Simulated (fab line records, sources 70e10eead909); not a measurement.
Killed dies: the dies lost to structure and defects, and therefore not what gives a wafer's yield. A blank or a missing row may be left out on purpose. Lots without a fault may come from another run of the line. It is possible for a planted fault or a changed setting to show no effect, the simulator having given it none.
Chamber matching / flow nand-harc / 4 sister chambers for NHARC_A_CHANNEL_FILL_D1_STRIP_28 on rie-diel-01
The step strips in O2, time 20 s. 22 wafers are shown with their chamber, then 11 later ones without.

WAFERS WITH THEIR CHAMBER
wafer=L075.3; chamber=2; drypump-motor-current-A (A)=5.0; oes-product-au (a.u.)=0.990; rf-vpp-V (V)=57.7
wafer=L075.4; chamber=3; drypump-motor-current-A (A)=6.1; oes-product-au (a.u.)=0.997; rf-vpp-V (V)=56.9
wafer=L075.5; chamber=2; drypump-motor-current-A (A)=5.0; oes-product-au (a.u.)=0.996; rf-vpp-V (V)=58.6
wafer=L078.1; chamber=0; drypump-motor-current-A (A)=5.3; oes-product-au (a.u.)=1.011; rf-vpp-V (V)=57.7
wafer=L078.3; chamber=1; drypump-motor-current-A (A)=6.0; oes-product-au (a.u.)=1.003; rf-vpp-V (V)=58.3
wafer=L078.6; chamber=2; drypump-motor-current-A (A)=5.0; oes-product-au (a.u.)=1.001; rf-vpp-V (V)=58.6
wafer=L079.1; chamber=0; drypump-motor-current-A (A)=5.3; oes-product-au (a.u.)=1.011; rf-vpp-V (V)=58.4
wafer=L079.3; chamber=2; drypump-motor-current-A (A)=5.0; oes-product-au (a.u.)=1.010; rf-vpp-V (V)=57.1
wafer=L079.5; chamber=2; drypump-motor-current-A (A)=5.0; oes-product-au (a.u.)=1.000; rf-vpp-V (V)=57.6
wafer=L080.1; chamber=2; drypump-motor-current-A (A)=5.0; oes-product-au (a.u.)=0.999; rf-vpp-V (V)=57.3
wafer=L080.4; chamber=2; drypump-motor-current-A (A)=5.0; oes-product-au (a.u.)=0.990; rf-vpp-V (V)=56.7
wafer=L080.5; chamber=3; drypump-motor-current-A (A)=6.1; oes-product-au (a.u.)=0.996; rf-vpp-V (V)=57.6
wafer=L088.2; chamber=2; drypump-motor-current-A (A)=5.0; oes-product-au (a.u.)=1.001; rf-vpp-V (V)=57.1
wafer=L088.3; chamber=3; drypump-motor-current-A (A)=6.1; oes-product-au (a.u.)=1.009; rf-vpp-V (V)=58.4
wafer=L088.4; chamber=1; drypump-motor-current-A (A)=6.1; oes-product-au (a.u.)=1.008; rf-vpp-V (V)=55.9
wafer=L087.2; chamber=0; drypump-motor-current-A (A)=5.3; oes-product-au (a.u.)=1.015; rf-vpp-V (V)=57.4
wafer=L087.3; chamber=1; drypump-motor-current-A (A)=6.0; oes-product-au (a.u.)=1.014; rf-vpp-V (V)=56.4
wafer=L087.5; chamber=3; drypump-motor-current-A (A)=6.1; oes-product-au (a.u.)=1.016; rf-vpp-V (V)=58.8
wafer=L089.4; chamber=3; drypump-motor-current-A (A)=6.1; oes-product-au (a.u.)=0.998; rf-vpp-V (V)=59.0
wafer=L089.5; chamber=3; drypump-motor-current-A (A)=6.1; oes-product-au (a.u.)=0.998; rf-vpp-V (V)=57.4
wafer=L089.6; chamber=2; drypump-motor-current-A (A)=5.0; oes-product-au (a.u.)=0.996; rf-vpp-V (V)=57.7
wafer=L091.1; chamber=1; drypump-motor-current-A (A)=6.1; oes-product-au (a.u.)=1.011; rf-vpp-V (V)=57.4

SIGNATURES (averages over the wafers above)
reading=drypump-motor-current-A; chamber 0=5.300; chamber 1=6.050; chamber 2=5.000; chamber 3=6.100; scatter within a chamber=0.0236
reading=oes-product-au; chamber 0=1.01233; chamber 1=1.00900; chamber 2=0.99811; chamber 3=1.00233; scatter within a chamber=0.00631
reading=rf-vpp-V; chamber 0=57.833; chamber 1=57.000; chamber 2=57.600; chamber 3=58.017; scatter within a chamber=0.778
Rule: a wafer lies at a distance from a chamber equal to the root of the sum of squares, over the readings, of (its reading less the chamber's mean, divided by the reading's scatter). The wafer belongs to the nearest chamber; if the next one is less than 2 further off, it can't be placed. How the scatter is found: for the shown wafers, subtract from each reading the mean of its chamber, square and add these, divide the total by (wafers less chambers), then take the root.

WAFERS WITHOUT THEIR CHAMBER
wafer=L091.2; drypump-motor-current-A (A)=5.0; oes-product-au (a.u.)=1.003; rf-vpp-V (V)=58.8
wafer=L091.6; drypump-motor-current-A (A)=5.3; oes-product-au (a.u.)=1.005; rf-vpp-V (V)=57.8
wafer=L092.2; drypump-motor-current-A (A)=6.1; oes-product-au (a.u.)=1.002; rf-vpp-V (V)=56.9
wafer=L092.3; drypump-motor-current-A (A)=5.0; oes-product-au (a.u.)=1.004; rf-vpp-V (V)=57.9
wafer=L092.6; drypump-motor-current-A (A)=5.3; oes-product-au (a.u.)=1.006; rf-vpp-V (V)=57.6
wafer=L096.3; drypump-motor-current-A (A)=6.0; oes-product-au (a.u.)=1.013; rf-vpp-V (V)=57.0
wafer=L096.4; drypump-motor-current-A (A)=5.0; oes-product-au (a.u.)=1.015; rf-vpp-V (V)=57.3
wafer=L096.5; drypump-motor-current-A (A)=5.0; oes-product-au (a.u.)=1.005; rf-vpp-V (V)=58.7
wafer=L095.1; drypump-motor-current-A (A)=5.0; oes-product-au (a.u.)=1.015; rf-vpp-V (V)=58.3
wafer=L095.4; drypump-motor-current-A (A)=6.1; oes-product-au (a.u.)=1.013; rf-vpp-V (V)=58.0
wafer=L095.6; drypump-motor-current-A (A)=5.0; oes-product-au (a.u.)=1.003; rf-vpp-V (V)=56.8

WHICH CHAMBER EACH ONE RAN IN
wafer=L091.2; from the rows above=2; in truth=2
wafer=L091.6; from the rows above=0; in truth=0
wafer=L092.2; from the rows above=can't be placed: 3 or 1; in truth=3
wafer=L092.3; from the rows above=2; in truth=2
wafer=L092.6; from the rows above=0; in truth=0
wafer=L096.3; from the rows above=1; in truth=1
wafer=L096.4; from the rows above=2; in truth=2
wafer=L096.5; from the rows above=2; in truth=2
wafer=L095.1; from the rows above=2; in truth=2
wafer=L095.4; from the rows above=can't be placed: 3 or 1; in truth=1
wafer=L095.6; from the rows above=2; in truth=2
9 of 11 placed correctly. These rows do not allow placing 2 (true chamber among the candidates in 2). Number placed wrongly: 0.
